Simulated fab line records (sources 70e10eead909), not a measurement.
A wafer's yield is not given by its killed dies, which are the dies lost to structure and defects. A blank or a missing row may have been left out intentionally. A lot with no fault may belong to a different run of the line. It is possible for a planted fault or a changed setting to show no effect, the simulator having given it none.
Chamber matching    flow nandHarc    NHARC_A_SLIT_ETCH_24 on rieDiel-11 has 4 sister chambers
The step etches the open film in CF4/CHF3, target depth 121 nm, time 60.5 s. 14 wafers are shown with their chamber, then 7 later ones without.

WAFERS PAIRED WITH THEIR CHAMBERS
wafer   chamber  drypumpMotorCurrentA (A)  showerheadPlenumPTorr (Torr)  rfVppV (V)
L074.2  0        6.4                       1.64                          372.7
L074.4  1        5.7                       1.54                          368.1
L074.6  3        4.7                       1.59                          371.4
L076.1  3        4.7                       1.59                          371.6
L076.3  2        6.1                       1.55                          370.2
L076.4  1        5.7                       1.54                          368.6
L079.1  1        5.7                       1.54                          368.7
L079.2  0        6.4                       1.64                          373.1
L079.6  1        5.7                       1.54                          370.4
L087.1  2        6.1                       1.55                          370.2
L087.2  1        5.7                       1.53                          370.6
L087.6  1        5.7                       1.53                          369.8
L086.1  1        5.8                       1.53                          369.5
L086.4  2        6.1                       1.55                          369.4

SIGNATURES, as means of the wafers listed above
reading                chamber 0  chamber 1  chamber 2  chamber 3  scatter within a chamber
drypumpMotorCurrentA   6.400      5.714      6.100      4.700      0.0293
showerheadPlenumPTorr  1.6400     1.5357     1.5500     1.5900     0.00414
rfVppV                 372.900    369.386    369.933    371.500    0.772
Rule: for a wafer and a chamber, the distance is found by dividing, reading by reading, the gap between the wafer's reading and the chamber's mean by the reading's scatter, squaring, summing and taking the root. The wafer belongs to the nearest chamber; if the next one is less than 2 further off, it can't be placed. The scatter: the root of (the sum of the squares of (reading less its chamber's mean) over the shown wafers, divided by (wafers less chambers)).

WAFERS WITH NO CHAMBER GIVEN
wafer   drypumpMotorCurrentA (A)  showerheadPlenumPTorr (Torr)  rfVppV (V)
L086.5  4.7                       1.59                          370.2
L093.1  6.1                       1.55                          370.3
L093.3  6.3                       1.64                          375.0
L093.4  4.7                       1.59                          371.0
L097.4  4.7                       1.59                          371.2
L097.5  5.7                       1.53                          368.5
L097.6  6.4                       1.64                          373.3

CHAMBER TAKEN BY EACH
wafer   from the rows above  in truth
L086.5  3                    3
L093.1  2                    2
L093.3  0                    0
L093.4  3                    3
L097.4  3                    3
L097.5  1                    1
L097.6  0                    0
7 of 7 placed correctly. Can't be placed from these rows: 0. Placed wrongly: 0.
